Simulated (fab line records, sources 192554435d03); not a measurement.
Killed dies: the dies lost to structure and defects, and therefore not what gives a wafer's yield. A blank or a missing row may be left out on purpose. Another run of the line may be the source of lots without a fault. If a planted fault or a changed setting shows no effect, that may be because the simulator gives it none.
Which of the tools did it? || flow n5Finfet || 29 wafers from 10 lots sampled at 6 of the route's 1938 steps

## WHAT THE GAUGES READ, wafer by wafer
N5_BEOL_M0_SAQP_OVL_MEAS_41. Usual: for M0_CUT1_OVL the level is 0.2 nm and the standard deviation is 0.58.
{"lot": "L927", "measured": "day 5 14:42", "on": "overlay-02", "M0_CUT1_OVL (nm)": "0.4 -0.3", "flag": ""}
{"lot": "L929", "measured": "day 6 02:56", "on": "overlay-01", "M0_CUT1_OVL (nm)": "1.0 0.5 0.8", "flag": ""}
{"lot": "L931", "measured": "day 6 17:07", "on": "overlay-02", "M0_CUT1_OVL (nm)": "0.6 0.8 0.1", "flag": ""}
{"lot": "L934", "measured": "day 7 11:38", "on": "overlay-01", "M0_CUT1_OVL (nm)": "0.5 0.2 0.1", "flag": ""}
{"lot": "L933", "measured": "day 7 17:26", "on": "overlay-02", "M0_CUT1_OVL (nm)": "0.9 0.5 0.2", "flag": ""}
{"lot": "L935", "measured": "day 7 22:00", "on": "overlay-01", "M0_CUT1_OVL (nm)": "-0.2 -0.1 -0.3", "flag": ""}
{"lot": "L937", "measured": "day 8 08:40", "on": "overlay-01", "M0_CUT1_OVL (nm)": "0.1 0.2 1.5", "flag": ""}
{"lot": "L938", "measured": "day 8 16:40", "on": "overlay-02", "M0_CUT1_OVL (nm)": "0.2 -0.2 0.3", "flag": ""}
{"lot": "L944", "measured": "day 10 00:25", "on": "overlay-02", "M0_CUT1_OVL (nm)": "0.3 -1.2 0.1", "flag": ""}
{"lot": "L950", "measured": "day 11 12:52", "on": "overlay-02", "M0_CUT1_OVL (nm)": "-0.8 -0.6 -0.3", "flag": ""}

N5_BEOL_M0_SAQP_INSPECT_42: inspects for defects (brightfield). Usual: rawDefectCount 275, standard deviation 78.
{"lot": "L927", "measured": "day 5 14:44", "on": "defectInspect-01", "rawDefectCount": "232 273", "flag": ""}
{"lot": "L929", "measured": "day 6 02:59", "on": "defectInspect-01", "rawDefectCount": "307 388 276", "flag": ""}
{"lot": "L931", "measured": "day 6 17:10", "on": "defectInspect-02", "rawDefectCount": "328 220 213", "flag": ""}
{"lot": "L934", "measured": "day 7 11:41", "on": "defectInspect-01", "rawDefectCount": "294 305 383", "flag": ""}
{"lot": "L933", "measured": "day 7 17:29", "on": "defectInspect-02", "rawDefectCount": "624 383 371", "flag": ""}
{"lot": "L935", "measured": "day 7 22:04", "on": "defectInspect-01", "rawDefectCount": "272 299 315", "flag": ""}
{"lot": "L937", "measured": "day 8 08:44", "on": "defectInspect-01", "rawDefectCount": "232 433 294", "flag": ""}
{"lot": "L938", "measured": "day 8 16:43", "on": "defectInspect-02", "rawDefectCount": "228 207 220", "flag": ""}
{"lot": "L944", "measured": "day 10 00:28", "on": "defectInspect-02", "rawDefectCount": "271 262 289", "flag": ""}
{"lot": "L950", "measured": "day 11 12:55", "on": "defectInspect-02", "rawDefectCount": "421 317 407", "flag": ""}

N5_BEOL_M0_CUTY_CD_MEAS_57 targets a cd of 200 nm. Usual: cdNm 200.2 nm, standard deviation 1.
{"lot": "L927", "measured": "day 5 16:04", "on": "cdSem-02", "cdNm (nm)": "200.1 200.6", "flag": ""}
{"lot": "L929", "measured": "day 6 04:24", "on": "cdSem-03", "cdNm (nm)": "200.4 200.6 200.6", "flag": ""}
{"lot": "L931", "measured": "day 6 18:32", "on": "cdSem-01", "cdNm (nm)": "200.6 200.9 200.2", "flag": ""}
{"lot": "L934", "measured": "day 7 13:28", "on": "cdSem-03", "cdNm (nm)": "201.0 201.5 200.6", "flag": ""}
{"lot": "L933", "measured": "day 7 18:49", "on": "cdSem-01", "cdNm (nm)": "199.8 199.8 201.1", "flag": ""}
{"lot": "L935", "measured": "day 7 23:23", "on": "cdSem-03", "cdNm (nm)": "199.2 200.7 200.1", "flag": ""}
{"lot": "L937", "measured": "day 8 10:15", "on": "cdSem-03", "cdNm (nm)": "200.1 199.2 201.2", "flag": ""}
{"lot": "L938", "measured": "day 8 18:25", "on": "cdSem-02", "cdNm (nm)": "200.9 201.0 199.0", "flag": ""}
{"lot": "L944", "measured": "day 10 01:48", "on": "cdSem-02", "cdNm (nm)": "146.2 187.6 148.5", "flag": "OFF"}
{"lot": "L950", "measured": "day 11 14:17", "on": "cdSem-02", "cdNm (nm)": "202.6 200.9 202.6", "flag": ""}

N5_BEOL_M0_CUTY_OVL_MEAS_58. Usual: for M0_ABLK_OVL the level is -0.1 nm and the standard deviation is 0.86.
{"lot": "L927", "measured": "day 5 16:06", "on": "overlay-02", "M0_ABLK_OVL (nm)": "1.0 -0.1", "flag": ""}
{"lot": "L929", "measured": "day 6 04:25", "on": "overlay-02", "M0_ABLK_OVL (nm)": "0.0 0.2 1.0", "flag": ""}
{"lot": "L931", "measured": "day 6 18:34", "on": "overlay-01", "M0_ABLK_OVL (nm)": "-0.2 -0.7 -0.2", "flag": ""}
{"lot": "L934", "measured": "day 7 13:30", "on": "overlay-01", "M0_ABLK_OVL (nm)": "0.3 -0.5 -0.6", "flag": ""}
{"lot": "L933", "measured": "day 7 18:51", "on": "overlay-01", "M0_ABLK_OVL (nm)": "-0.1 -0.4 -0.8", "flag": ""}
{"lot": "L935", "measured": "day 7 23:25", "on": "overlay-02", "M0_ABLK_OVL (nm)": "0.5 -0.6 -0.2", "flag": ""}
{"lot": "L937", "measured": "day 8 10:17", "on": "overlay-02", "M0_ABLK_OVL (nm)": "0.4 -0.3 1.4", "flag": ""}
{"lot": "L938", "measured": "day 8 18:26", "on": "overlay-01", "M0_ABLK_OVL (nm)": "0.5 0.5 1.3", "flag": ""}
{"lot": "L944", "measured": "day 10 01:49", "on": "overlay-02", "M0_ABLK_OVL (nm)": "-1.4 -0.3 -0.1", "flag": ""}
{"lot": "L950", "measured": "day 11 14:19", "on": "overlay-01", "M0_ABLK_OVL (nm)": "-0.3 0.9 -0.9", "flag": ""}

N5_BEOL_M4_RC_MEAS_101. Usual: DIBL_N 36.1 mV/V, standard deviation 2.5; DIBL_P 36 mV/V, standard deviation 3.3; IOFF_N 0.16 nA/um, standard deviation 0.046; IOFF_P 0.20 nA/um, standard deviation 0.051; ION_N 676 uA/um, standard deviation 16; ION_P 462 uA/um, standard deviation 11; SS_N 71.6 mV/dec, standard deviation 0.87; SS_P 73.2 mV/dec, standard deviation 0.86; VT_N 251 mV, standard deviation 4.4; VT_P -252 mV, standard deviation 4.6.
{"lot": "L927", "measured": "day 9 09:12", "on": "prober-02", "DIBL_N (mV/V)": "36.6 37.9", "DIBL_P (mV/V)": "37 39", "IOFF_N (nA/um)": "0.17 0.20", "IOFF_P (nA/um)": "0.21 0.26", "ION_N (uA/um)": "683 692", "ION_P (uA/um)": "459 472", "SS_N (mV/dec)": "71.8 72.5", "SS_P (mV/dec)": "73.2 74.2", "VT_N (mV)": "249 248", "VT_P (mV)": "-250 -248", "flag": ""}
{"lot": "L929", "measured": "day 9 16:25", "on": "prober-02", "DIBL_N (mV/V)": "37.8 31.4 38.4", "DIBL_P (mV/V)": "36 29 35", "IOFF_N (nA/um)": "0.17 0.09 0.17", "IOFF_P (nA/um)": "0.22 0.13 0.19", "ION_N (uA/um)": "690 667 676", "ION_P (uA/um)": "469 461 463", "SS_N (mV/dec)": "71.1 70.0 71.7", "SS_P (mV/dec)": "73.6 71.8 72.9", "VT_N (mV)": "249 255 253", "VT_P (mV)": "-248 -257 -249", "flag": ""}
{"lot": "L931", "measured": "day 10 15:59", "on": "prober-01", "DIBL_N (mV/V)": "41.4 34.6 33.7", "DIBL_P (mV/V)": "40 34 32", "IOFF_N (nA/um)": "0.26 0.13 0.11", "IOFF_P (nA/um)": "0.23 0.16 0.14", "ION_N (uA/um)": "679 680 660", "ION_P (uA/um)": "461 467 451", "SS_N (mV/dec)": "74.1 71.1 70.6", "SS_P (mV/dec)": "74.1 72.8 72.3", "VT_N (mV)": "248 254 255", "VT_P (mV)": "-252 -253 -256", "flag": ""}
{"lot": "L934", "measured": "day 10 19:55", "on": "prober-01", "DIBL_N (mV/V)": "33.5 36.6 35.9", "DIBL_P (mV/V)": "33 37 36", "IOFF_N (nA/um)": "0.12 0.17 0.15", "IOFF_P (nA/um)": "0.16 0.22 0.19", "ION_N (uA/um)": "688 677 699", "ION_P (uA/um)": "473 462 472", "SS_N (mV/dec)": "70.3 72.3 71.2", "SS_P (mV/dec)": "72.1 73.1 72.9", "VT_N (mV)": "253 247 251", "VT_P (mV)": "-253 -251 -251", "flag": ""}
{"lot": "L933", "measured": "day 11 07:46", "on": "prober-02", "DIBL_N (mV/V)": "36.1 34.7 37.5", "DIBL_P (mV/V)": "38 37 40", "IOFF_N (nA/um)": "0.14 0.13 0.17", "IOFF_P (nA/um)": "0.17 0.16 0.21", "ION_N (uA/um)": "685 680 683", "ION_P (uA/um)": "462 460 468", "SS_N (mV/dec)": "72.3 70.9 72.2", "SS_P (mV/dec)": "73.4 73.3 73.8", "VT_N (mV)": "253 252 250", "VT_P (mV)": "-256 -254 -252", "flag": ""}
{"lot": "L935", "measured": "day 11 22:55", "on": "prober-02", "DIBL_N (mV/V)": "35.9 34.8 37.7", "DIBL_P (mV/V)": "37 35 39", "IOFF_N (nA/um)": "0.15 0.13 0.19", "IOFF_P (nA/um)": "0.20 0.18 0.26", "ION_N (uA/um)": "668 675 677", "ION_P (uA/um)": "463 457 469", "SS_N (mV/dec)": "72.0 71.6 72.3", "SS_P (mV/dec)": "72.9 72.4 73.9", "VT_N (mV)": "251 251 247", "VT_P (mV)": "-251 -252 -247", "flag": ""}
{"lot": "L937", "measured": "day 12 02:23", "on": "prober-02", "DIBL_N (mV/V)": "36.7 36.9 33.7", "DIBL_P (mV/V)": "35 36 34", "IOFF_N (nA/um)": "0.16 0.16 0.12", "IOFF_P (nA/um)": "0.22 0.22 0.19", "ION_N (uA/um)": "694 689 669", "ION_P (uA/um)": "474 472 471", "SS_N (mV/dec)": "71.3 72.2 71.1", "SS_P (mV/dec)": "73.3 73.1 72.6", "VT_N (mV)": "246 250 254", "VT_P (mV)": "-247 -249 -251", "flag": ""}
{"lot": "L938", "measured": "day 12 06:24", "on": "prober-02", "DIBL_N (mV/V)": "39.0 34.0 33.2", "DIBL_P (mV/V)": "35 30 29", "IOFF_N (nA/um)": "0.18 0.10 0.10", "IOFF_P (nA/um)": "0.17 0.12 0.11", "ION_N (uA/um)": "661 657 666", "ION_P (uA/um)": "443 450 447", "SS_N (mV/dec)": "73.2 70.7 70.3", "SS_P (mV/dec)": "73.4 72.7 71.5", "VT_N (mV)": "254 258 260", "VT_P (mV)": "-253 -259 -262", "flag": ""}
{"lot": "L944", "measured": "day 13 19:37", "on": "prober-01", "DIBL_N (mV/V)": 36.5, "DIBL_P (mV/V)": 36, "IOFF_N (nA/um)": 0.13, "IOFF_P (nA/um)": 0.18, "ION_N (uA/um)": 673, "ION_P (uA/um)": 463, "SS_N (mV/dec)": 71.2, "SS_P (mV/dec)": 73.1, "VT_N (mV)": 254, "VT_P (mV)": -251, "flag": ""}
{"lot": "L950", "measured": "day 14 08:28", "on": "prober-02", "DIBL_N (mV/V)": "33.5 37.8 37.6", "DIBL_P (mV/V)": "32 38 38", "IOFF_N (nA/um)": "0.12 0.20 0.18", "IOFF_P (nA/um)": "0.16 0.27 0.26", "ION_N (uA/um)": "678 695 696", "ION_P (uA/um)": "463 481 482", "SS_N (mV/dec)": "70.9 72.0 71.1", "SS_P (mV/dec)": "72.3 74.1 73.7", "VT_N (mV)": "252 245 247", "VT_P (mV)": "-254 -243 -245", "flag": ""}

## TOOL THAT RAN EACH LOT (tool first, then ch and the chambers of the sampled wafers, then the start)
{"lot": "L927", "N5_BEOL_M0_CUTY_EXPOSE_54": "arfiScanner-01 ch 0, day 5 15:58"}
{"lot": "L929", "N5_BEOL_M0_CUTY_EXPOSE_54": "arfiScanner-01 ch 0, day 6 04:17"}
{"lot": "L931", "N5_BEOL_M0_CUTY_EXPOSE_54": "arfiScanner-01 ch 0, day 6 18:25"}
{"lot": "L934", "N5_BEOL_M0_CUTY_EXPOSE_54": "arfiScanner-01 ch 0, day 7 13:20"}
{"lot": "L933", "N5_BEOL_M0_CUTY_EXPOSE_54": "arfiScanner-02 ch 0, day 7 18:42"}
{"lot": "L935", "N5_BEOL_M0_CUTY_EXPOSE_54": "arfiScanner-03 ch 0, day 7 23:16"}
{"lot": "L937", "N5_BEOL_M0_CUTY_EXPOSE_54": "arfiScanner-01 ch 0, day 8 10:08"}
{"lot": "L938", "N5_BEOL_M0_CUTY_EXPOSE_54": "arfiScanner-02 ch 0, day 8 18:17"}
{"lot": "L944", "N5_BEOL_M0_CUTY_EXPOSE_54": "arfiScanner-02 ch 0, day 10 01:41"}
{"lot": "L950", "N5_BEOL_M0_CUTY_EXPOSE_54": "arfiScanner-01 ch 0, day 11 14:10"}
- N5_BEOL_M0_CUTY_EXPOSE_54: exposes mask M0 ABLK.

## WHAT THE TOOLS THEMSELVES READ (means of the sampled wafers that have a number; where no wafer has one, the mark that the record gives instead)
N5_BEOL_M0_CUTY_EXPOSE_54. Usual: exposureDoseMJCm2 35.99, standard deviation 0.04.
{"lot": "L927", "tool": "arfiScanner-01", "exposureDoseMJCm2": 35.98, "flag": ""}
{"lot": "L929", "tool": "arfiScanner-01", "exposureDoseMJCm2": 35.99, "flag": ""}
{"lot": "L931", "tool": "arfiScanner-01", "exposureDoseMJCm2": 35.92, "flag": ""}
{"lot": "L934", "tool": "arfiScanner-01", "exposureDoseMJCm2": 35.96, "flag": ""}
{"lot": "L933", "tool": "arfiScanner-02", "exposureDoseMJCm2": 36.07, "flag": ""}
{"lot": "L935", "tool": "arfiScanner-03", "exposureDoseMJCm2": 35.97, "flag": ""}
{"lot": "L937", "tool": "arfiScanner-01", "exposureDoseMJCm2": 35.98, "flag": ""}
{"lot": "L938", "tool": "arfiScanner-02", "exposureDoseMJCm2": 36.00, "flag": ""}
{"lot": "L944", "tool": "arfiScanner-02", "exposureDoseMJCm2": 32.39, "flag": "OFF"}
{"lot": "L950", "tool": "arfiScanner-01", "exposureDoseMJCm2": 36.01, "flag": ""}

## THE ANSWER, worked out from the rows above alone
Rule: a lot counts as off when the mean over its wafers that have a number is more than 3 standard deviations away from the usual mean. A lot without any number at a reading at which 4 lots or more have one is off too. The other lots that the step has rows for count as sound. Order of review: gauges by route order, followed by the tools' own readings, for which a lot's mean as printed above is used. The first step at which some lot is off is used, and at that step the reading that is off furthest; a lot without a number counts as furthest.
Off at N5_BEOL_M0_CUTY_CD_MEAS_57 (cdNm): L944.
If a tool, at a process step before that reading, ran all the lots that are off and no sound lot after the first of them, it fits. The gauges at N5_BEOL_M0_CUTY_CD_MEAS_57 aren't tried: what is off there is off at N5_BEOL_M0_CUTY_EXPOSE_54 too, on other tools, and a gauge's error can't cause that. One candidate fits, namely arfiScanner-02 at N5_BEOL_M0_CUTY_EXPOSE_54. Its last sound lot is L938 (day 8 18:17), its first lot that is off L944 (day 10 01:41): a fault that began between those two fits.
The tool's own readings at N5_BEOL_M0_CUTY_EXPOSE_54 bear it out: on the lots that are off they differ by more than 5 times the standard deviation of the sound lots' means. exposureDoseMJCm2 reads 32.39 there against 35.99 on the sound lots.

## WHAT THE SIMULATOR HAD INSERTED
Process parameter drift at N5_BEOL_M0_CUTY_EXPOSE_54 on arfiScanner-02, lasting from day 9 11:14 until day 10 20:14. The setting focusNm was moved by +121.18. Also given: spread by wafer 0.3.
Struck lots among those shown: L944. The same result came from the rule above.
